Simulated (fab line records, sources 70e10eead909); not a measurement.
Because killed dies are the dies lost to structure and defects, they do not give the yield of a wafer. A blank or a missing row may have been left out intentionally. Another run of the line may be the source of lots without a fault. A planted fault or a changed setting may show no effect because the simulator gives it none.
8D (eight disciplines) problem report, filled in by code	flow nand harc	the parts of the form that need people (team, actions taken, sign-off) are left out

## 1. WHAT IS WRONG
thk nm at NHARC_A_ONON_D1_THK_MEAS_11 reads a mean of 1111 nm on 3 wafers of 2 lots; wafers without a fault read 1001 nm with a standard deviation of 10. That is +11 standard deviations from the usual mean.
The step: measures by ellipsometry.
First seen on wafer L964.1, day 16 17:54, on film metro-01. At this step, 42 wafers from 14 lots have a number in the record. Rule for "out", or "out of limits": more than 4 standard deviations from the usual mean. All remaining wafers that have a number are taken as sound.

## 2. WHAT IT IS, AND WHAT IT ISN'T
question	is	is not
which readings at this step	thk nm	-
which lots	L964, L965	L944, L945, L946, L947, L951, L952, L953, L954, L956, L957, L959, L967
which wafers of those lots	L964.1, L965.1, L965.2	L964.3, L964.4, L965.3
read on which gauges	film metro-01	film metro-02
when	from day 16 17:54	up to then (35 sound wafers); but 4 sound wafers of L965, L967 came after

## 3. THE SUSPECTS, EACH WITH WHAT RULES IT OUT
Counting: any tool at a process step up to the reading remains a suspect provided it ran every lot that is out. Sound lots after the first of them don't rule it out here, since some wafers of a struck lot are sound.
- the gauge at NHARC_A_ONON_D1_THK_MEAS_11: kept. All the wafers that are out were read on film metro-01, and no step on other tools shows them out.
- pecvd onon-03 at NHARC_A_ONON_D1_DEP_09 (target thk 1000 nm): kept. It processed each lot that is out (first: L964, day 16 17:23); up to then, its last sound lot is L956 (day 12 16:29).
The count leaves film metro-01 at NHARC_A_ONON_D1_THK_MEAS_11 and pecvd onon-03 at NHARC_A_ONON_D1_DEP_09.

## 4. THE CAUSE (what the simulator had put in)
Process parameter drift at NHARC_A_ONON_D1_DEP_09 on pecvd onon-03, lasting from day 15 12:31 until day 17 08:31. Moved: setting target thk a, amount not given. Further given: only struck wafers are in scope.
2 suspects survive the count, and this tool is in that group.

## 5. THE EFFECT CHAIN, in route order
Rows list readings where the struck wafers' mean (over those with a number) sits beyond 3 standard deviations from the usual. Readings are gone through only where the record gives a usual standard deviation; hours: the median, over the lots, of the time from a lot's start at the first step in this table giving one to that lot's start at this step; sigmas: the change measured in usual standard deviations.
hours	step	reading	usual	on struck wafers	change	sigmas
0	NHARC_A_ONON_D1_THK_MEAS_11	thk nm	1001 nm	1111	+110	+11

## 6. HOW IT WOULD HAVE BEEN CAUGHT EARLIER
In this record the first reading out of limits at a measuring or inspecting step was taken at day 16 17:54, 29 hours after the fault began at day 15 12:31.
L965, from the lots that are out (2), started NHARC_A_ONON_D1_DEP_09 on pecvd onon-03 later than day 16 17:54. Had the tool been put on hold then, it would have been spared.
